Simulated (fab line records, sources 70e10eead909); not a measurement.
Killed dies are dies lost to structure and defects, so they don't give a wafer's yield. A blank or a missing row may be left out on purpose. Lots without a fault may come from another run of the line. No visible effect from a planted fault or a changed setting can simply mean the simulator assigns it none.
A lot that was struck, set against a sound lot | flow nand harc | 37 out of 1159 route steps
Sound: the wafers L127.1, L127.3, L127.5. Struck: wafer L136.6. (L136.4, L136.5 of the same lot were not struck and are left out.) The cause comes at the end.
Per side, at each step with rows, come the tool, then ch with its chambers, and then its first start. Under that, the readings that differ: sound wafers | struck wafers | difference of the means | sigmas: that difference in standard deviations of wafers without a fault.
alike: a reading whose means differ by less than 2 such deviations, as well as words and numbers matching on both sides. not compared: withheld readings; readings where some wafer has no value; bounds like >300 that might hide an equal value; numbers whose values overlap and for which the record gives no deviation.
The two part at a step that has a row with sigmas, a row that says differs or no value, or rows on one side only. Numbers that don't overlap but have no deviation are shown without sigmas and don't part them. A reading missing from all wafers of one side parts the sides only when that side holds two or more wafers.

NHARC_A_WL_FILL_CVD_03: deposits W, target thk 40 nm, time 3302 s.
  sound on cvd w-01 ch 0, day 15 03:21; struck on cvd w-02 ch 1, day 17 14:17
  alike: heater power w, throttle valve pct
then, 1 step without rows for these wafers: NHARC_A_WL_FILL_ETCHBACK_04 (etches the open film in NF3, target depth 60 nm, time 120 s).
NHARC_A_WL_FILL_ETCHBACK_05: etches the open film in Cl2/BCl3, target depth 22 nm, time 60 s.
  sound on rie metal-02 ch 0, day 15 09:48; struck on rie metal-01 ch 1, day 17 16:28
  reading                     | sound       | struck | difference | sigmas
  drypump motor current A (A) | 4.9 4.9 5.0 | 6.1    | +1.2       | +2
  alike: oes product au
  not compared: rf hours counter h
NHARC_A_WL_FILL_STRIP_27: strips in N2/H2, time 20 s.
  sound on plasma asher-01 ch 0,1, day 15 10:30; struck on plasma asher-01 ch 0, day 17 16:44
  alike: drypump motor current A, heater power w
  not compared: rf hours counter h
then, 4 steps without rows for these wafers: NHARC_A_WL_FILL_STRIP_28 (strips in post etch residue remover, time 1200 s); NHARC_A_WL_FILL_PRECLEAN_06 (cleans in DIW, time 300 s); NHARC_A_WL_FILL_SRD_07; NHARC_A_WL_FILL_ANNEAL_08 (time 1800 s).
NHARC_A_WL_FILL_ALD_10: deposits SiO2, target thk 50 nm, pulse time 10 s, ald cycles 500.
  sound on ald hk-01 ch 0,1,3, day 15 15:07; struck on ald hk-03 ch 3, day 17 23:51
  alike: heater power w, precursor pulse height rel
NHARC_A_WL_FILL_ETCHBACK_16: etches the open film in C4F8/O2/Ar, target depth 88 nm, time 17.6 s.
  sound: rie diel-06 ch 0,2; struck: rie diel-06 ch 0
  alike: bias w, oes product au, rf vpp V
  not compared: rf hours counter h
then, 1 step without rows for these wafers: NHARC_A_WL_FILL_STRIP_29 (strips in O2, time 20 s).
NHARC_A_WL_FILL_ETCHBACK_17: etches the open film in Cl2/BCl3, target depth 4 nm, time 26.7 s.
  sound on rie metal-02 ch 0,1, day 15 19:26; struck on rie metal-02 ch 1, day 18 02:40
  alike: drypump motor current A, oes product au
  not compared: rf hours counter h
then, 23 steps without rows for these wafers: NHARC_A_WL_FILL_PRECLEAN_18 (cleans in dHF, time 30 s); NHARC_A_WL_FILL_SRD_21; NHARC_A_WL_FILL_CVD_23 (deposits poly-Si, target thk 40 nm, time 800 s); NHARC_A_WL_FILL_ETCHBACK_26 (etches the open film in HBr, target depth 52 nm, time 13.3 s); NHARC_A_WL_FILL_PRECLEAN_30 (cleans in dHF, time 10 s); NHARC_A_WL_FILL_SRD_14; NHARC_A_WL_FILL_ALD_19 (deposits TiN, target thk 2 nm, pulse time 3 s, ald cycles 100); NHARC_A_WL_FILL_CVD_20 (deposits W, target thk 75 nm, time 5064 s); NHARC_A_WL_FILL_CMP_12 (polishes, t overpolish 30 s, target thk 75 nm); NHARC_A_WL_FILL_SRD_31; NHARC_A_CONTACT_DEP_24 (deposits SiO2, target thk 500 nm); NHARC_A_CONTACT_DEP_28 (deposits aC, target thk 3600 nm); NHARC_A_CONTACT_DEP_29 (deposits SiON, target thk 70 nm); NHARC_A_CONTACT_DEHYDRATE_32 (time 120 s); NHARC_A_CONTACT_HMDS_33 (time 30 s); NHARC_A_CONTACT_COAT_34 (time 75 s); NHARC_A_CONTACT_COAT_35 (time 65 s); NHARC_A_CONTACT_COAT_36 (resist thk 90 nm); NHARC_A_CONTACT_SOFTBAKE_37 (time 55 s); NHARC_A_CONTACT_EBR_38; NHARC_A_CONTACT_EXPOSE_39 (exposes mask A CC 3); NHARC_A_CONTACT_PEB_40 (peb time 65 s); NHARC_A_CONTACT_DEVELOP_41 (develop time 35 s).
NHARC_A_CONTACT_CD_MEAS_42 targets a cd of 200 nm.
  sound on cd sem-01 ch 0, day 16 16:45; struck on cd sem-01 ch 0, day 18 19:35
  alike: cd nm
-- the record jumps here: 3 days lie between the struck wafers' starts before and after (it left off in module A_CONTACT and takes up again in module END, whose first step shown is number 1159 of the route) --
NHARC_END_SORT_01:
  sound on prober-01 ch 0, day 20 02:56; struck on prober-01 ch 0, day 21 21:56
  reading         | sound    | struck | difference | sigmas
  killed at array | 27 21 28 | 94     | +69        | +8
  killed dies     | 28 22 31 | 97     | +70        | +8
  alike: killed at other, killed at periphery, killed open, killed short

== WHERE THEY PART ==
At NHARC_A_WL_FILL_ETCHBACK_05 first; at NHARC_END_SORT_01 last (within this record only).

WHY: whatever the simulator had introduced
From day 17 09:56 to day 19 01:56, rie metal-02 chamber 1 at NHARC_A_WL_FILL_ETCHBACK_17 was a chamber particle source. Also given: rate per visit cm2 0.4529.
